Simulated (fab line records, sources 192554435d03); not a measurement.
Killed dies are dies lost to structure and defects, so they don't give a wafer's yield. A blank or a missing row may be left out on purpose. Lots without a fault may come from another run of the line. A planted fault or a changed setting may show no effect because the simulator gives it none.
Problem report in the 8D (eight disciplines) form, filled by code | flow n5_finfet | the parts of the form that need people (team, actions taken, sign-off) are left out

1. THE PROBLEM
overpolish_run_s at N5_BEOL_M4_CMP_52 reads a mean of 5.211 s on 1 wafer of 1 lot; wafers without a fault read 6.801 s with a standard deviation of 0.0085. That is -99 or more standard deviations from the usual mean.
The step: polishes, stops on SiOC, t overpolish 6.8 s, target thk 40 nm.
First seen on wafer L640.5, day 11 16:36, on cmp-03. The record holds 27 wafers of 9 lots with a number at this step. Rule for "out", or "out of limits": more than 4 standard deviations from the usual mean. The other wafers with a number count as sound.

2. WHAT IT IS AND WHAT IT IS NOT
question                    | is                                         | is not
which readings at this step | overpolish_run_s, barrier_field_endpoint_s | clearing_platen_rpm, motor_current_A
which lots                  | L640                                       | L626, L631, L632, L642, L643, L645, L646, L648
which wafers of those lots  | L640.5                                     | L640.2, L640.6
read on which tools         | cmp-03                                     | cmp-01, cmp-04
when                        | from day 11 16:36                          | up to then (11 sound wafers); but 15 sound wafers of L642, L643, L645, L646, L648 came after

3. SUSPECTS, AND WHAT RULES EACH OUT
Counting: a tool at a process step up to the reading stays a suspect if it ran every lot that is out. Sound lots after the first of them don't rule it out here, since some wafers of a struck lot are sound.
- pecvd-01 at N5_BEOL_M4_PECVD_72 (deposits SiO2 from TEOS/O2, target thk 16 nm, time 18 s): kept. It ran the lot that is out, L640 (day 11 05:37); its last sound lot up to then is L631 (day 8 23:43).
- pvd_sputter-01 at N5_BEOL_M4_SPUTTER_81 (material Cu, target thk 4.5 nm, time 8.29 s): kept. It ran the lot that is out, L640 (day 11 14:47); its last sound lot up to then is L631 (day 9 17:34).
- pvd_sputter-01 at N5_BEOL_M4_SPUTTER_88 (material Cu, target thk 4.5 nm, time 8.29 s): kept. It ran the lot that is out, L640 (day 11 15:14); its last sound lot up to then is L631 (day 9 18:00).
- pvd_sputter-01 at N5_BEOL_M4_ANNEAL_91 (time 240 s): kept. It ran the lot that is out, L640 (day 11 15:32); its last sound lot up to then is L631 (day 9 18:18).
- cmp-03 at N5_BEOL_M4_CMP_52 (polishes, stops on SiOC, t overpolish 6.8 s, target thk 40 nm): kept. It ran the lot that is out, L640 (day 11 16:36). Its own readings are out on those wafers: barrier_field_endpoint_s, overpolish_run_s.
- Within pecvd-01 at N5_BEOL_M4_PECVD_72: the wafers that are out ran in chamber 2; their sound lot-mates ran in chamber 0.
Left after counting: pecvd-01 at N5_BEOL_M4_PECVD_72, pvd_sputter-01 at N5_BEOL_M4_SPUTTER_81, pvd_sputter-01 at N5_BEOL_M4_SPUTTER_88, pvd_sputter-01 at N5_BEOL_M4_ANNEAL_91, cmp-03 at N5_BEOL_M4_CMP_52.

4. THE CAUSE (what the simulator had put in)
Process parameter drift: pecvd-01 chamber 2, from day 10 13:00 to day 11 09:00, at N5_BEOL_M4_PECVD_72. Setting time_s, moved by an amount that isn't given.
Counting left 5 suspects, and this tool is among them.

5. THE CHAIN OF EFFECTS, in route order
Each row: a reading whose mean over the struck wafers that have a number lies more than 3 standard deviations from the usual. Only readings for which the record gives a usual standard deviation are gone through. hours: the time from each lot's start at the first step in this table that gives one to its start at this step, as a median over the lots. sigmas: the change in usual standard deviations.
hours | step              | reading                  | usual   | on struck wafers | change | sigmas
0     | N5_BEOL_M4_CMP_52 | barrier_field_endpoint_s | 25.0 s  | 36.0             | +11.0  | +18
0     | N5_BEOL_M4_CMP_52 | overpolish_run_s         | 6.801 s | 5.211            | -1.590 | -99 or more
The process steps in it:
- N5_BEOL_M4_CMP_52: polishes, stops on SiOC, t overpolish 6.8 s, target thk 40 nm.
Later measuring or inspecting steps at which every struck wafer that the step has a row for has a number for every such reading, and none has moved that far: N5_BEOL_M4_RC_MEAS_101.

6. WHAT WOULD HAVE CAUGHT IT SOONER
In this record the first reading out of limits was taken at day 11 16:36, 28 hours after the fault began at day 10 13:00.
Of the tool readings at N5_BEOL_M4_PECVD_72 for which the record gives a usual standard deviation, none was out on any struck wafer, so an alarm limit of 4 standard deviations on them would not have fired.
All the lots that are out (1) had begun N5_BEOL_M4_PECVD_72 on pecvd-01 by day 11 16:36. A hold on the tool at that time would have spared none of them.
